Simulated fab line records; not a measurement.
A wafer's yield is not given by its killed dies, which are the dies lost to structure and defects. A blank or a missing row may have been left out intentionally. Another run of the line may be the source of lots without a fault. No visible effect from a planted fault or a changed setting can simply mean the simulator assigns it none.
One fault through the eyes of 2 desks | flow nand-harc | numbers are kept per desk, each desk with only its own; the story behind them comes last

## DESK OF THE TOOL OWNER: arfi-scanner-03
The tool's own readings at NHARC_P_M1_EXPOSE_06 (exposes mask P M1, target cd 130 nm): means of the sampled wafers that have a number, for each lot that ran on this tool. Any lot whose mean is over 4 standard deviations away from the usual mean is out of limits and marked OUT; that distance is given in the brackets.
Columns: A = exposure-dose-mJ-cm2 at NHARC_P_M1_EXPOSE_06, usual 81.89
lot  | first seen here | A
L753 | day 7 23:45     | 81.92
L758 | day 10 04:29    | 82.03
L760 | day 10 19:00    | 81.95
L771 | day 15 08:04    | 80.71 (-13) OUT
This desk's verdict: out of limits on L771, starting with L771 at day 15 08:04 (exposure-dose-mJ-cm2 at NHARC_P_M1_EXPOSE_06). L753, L758, L760 stayed within limits.

## THE METROLOGY DESK
What the gauges read, lot by lot, whatever tool the lot ran on: means of the sampled wafers that have a number. Any lot whose mean is over 4 standard deviations away from the usual mean is out of limits and marked OUT; that distance is given in the brackets.
Columns: A = cd-nm at NHARC_P_M1_CD_MEAS_09, usual 130.1 nm
lot  | first seen here | A
L749 | day 6 02:53     | 129.8
L750 | day 6 20:25     | 131.3
L753 | day 7 23:53     | 130.3
L755 | day 8 16:08     | 130.4
L756 | day 9 02:33     | 130.7
L758 | day 10 04:38    | 130.3
L759 | day 10 06:25    | 130.7
L760 | day 10 19:08    | 130.1
L765 | day 12 20:41    | 130.0
L771 | day 15 08:13    | 132.5 (+4.5) OUT
L772 | day 15 17:34    | 130.0
This desk's verdict: out of limits on L771, starting with L771 at day 15 08:13 (cd-nm at NHARC_P_M1_CD_MEAS_09). L749, L750, L753, L755, L756, L758, L759, L760, L765, L772 stayed within limits.

## PUT TOGETHER
At day 15 08:04, on L771, the tool owner's desk was in a position to raise an alarm.
L771 would have let the metrology desk raise an alarm at day 15 08:13.
The lots listed all ran NHARC_P_M1_EXPOSE_06 on arfi-scanner-03.

## WHAT THE SIMULATOR PUT IN
Process parameters drifting: arfi-scanner-03 at NHARC_P_M1_EXPOSE_06, beginning at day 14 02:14. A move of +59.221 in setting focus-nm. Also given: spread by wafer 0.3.
Shown lots that were struck: L771.
Fault start to first reading out of limits, in hours, per desk: tool owner, 30; metrology, 30.
